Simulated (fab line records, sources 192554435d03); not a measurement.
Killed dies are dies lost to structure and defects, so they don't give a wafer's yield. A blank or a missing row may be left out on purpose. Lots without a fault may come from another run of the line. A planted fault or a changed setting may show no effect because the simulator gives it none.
Chamber matching | flow n5_finfet | N5_SDB_ETCH_18 on rie_diel-04: 4 sister chambers
The step etches SOC in N2/H2, target depth 100 nm, overetch 20 nm, time 150 s. 14 wafers are shown with their chamber, then 7 later ones without.

WAFERS WITH THEIR CHAMBER
wafer  | chamber | showerhead_plenum_p_Torr (Torr) | drypump_motor_current_A (A) | throttle_valve_pct (%)
L076.1 | 0       | 2.71                            | 6.4                         | 17.50
L076.2 | 3       | 2.54                            | 6.0                         | 17.74
L076.3 | 1       | 2.42                            | 6.1                         | 17.63
L076.4 | 2       | 2.49                            | 6.1                         | 17.90
L076.5 | 2       | 2.49                            | 6.1                         | 17.89
L076.6 | 1       | 2.42                            | 6.1                         | 17.64
L089.1 | 2       | 2.48                            | 6.1                         | 17.94
L089.2 | 1       | 2.41                            | 6.1                         | 17.67
L089.5 | 2       | 2.48                            | 6.1                         | 17.95
L093.1 | 0       | 2.69                            | 6.3                         | 17.55
L093.2 | 1       | 2.41                            | 6.1                         | 17.71
L093.3 | 3       | 2.52                            | 6.0                         | 17.80
L093.4 | 2       | 2.48                            | 6.1                         | 17.97
L093.5 | 2       | 2.48                            | 6.1                         | 17.97

SIGNATURES (means of the wafers above)
reading                  | chamber 0 | chamber 1 | chamber 2 | chamber 3 | scatter within a chamber
showerhead_plenum_p_Torr | 2.7000    | 2.4150    | 2.4833    | 2.5300    | 0.00796
drypump_motor_current_A  | 6.350     | 6.100     | 6.100     | 6.000     | 0.0224
throttle_valve_pct       | 17.5250   | 17.6625   | 17.9367   | 17.7700   | 0.0359
Rule: a wafer's distance from a chamber is the root of the sum, over the readings, of the square of ((its reading less the chamber's mean) divided by the reading's scatter). The wafer belongs to the nearest chamber; if the next one is less than 2 further off, it can't be placed. The scatter: the root of (the sum of the squares of (reading less its chamber's mean) over the shown wafers, divided by (wafers less chambers)).

WAFERS WITHOUT THEIR CHAMBER
wafer  | showerhead_plenum_p_Torr (Torr) | drypump_motor_current_A (A) | throttle_valve_pct (%)
L093.6 | 2.41                            | 6.1                         | 17.69
L094.1 | 2.48                            | 6.2                         | 17.97
L094.2 | 2.52                            | 6.0                         | 17.81
L094.4 | 2.41                            | 6.1                         | 17.71
L096.1 | 2.52                            | 6.0                         | 17.79
L096.2 | 2.48                            | 6.1                         | 17.97
L096.3 | 2.69                            | 6.4                         | 17.58

WHICH CHAMBER EACH WENT THROUGH
wafer  | from the rows above | in truth
L093.6 | 1                   | 1
L094.1 | 2                   | 2
L094.2 | 3                   | 3
L094.4 | 1                   | 1
L096.1 | 3                   | 3
L096.2 | 2                   | 2
L096.3 | 0                   | 0
Placed correctly: 7 of 7. Can't be placed from these rows: 0. Placed wrongly: 0.
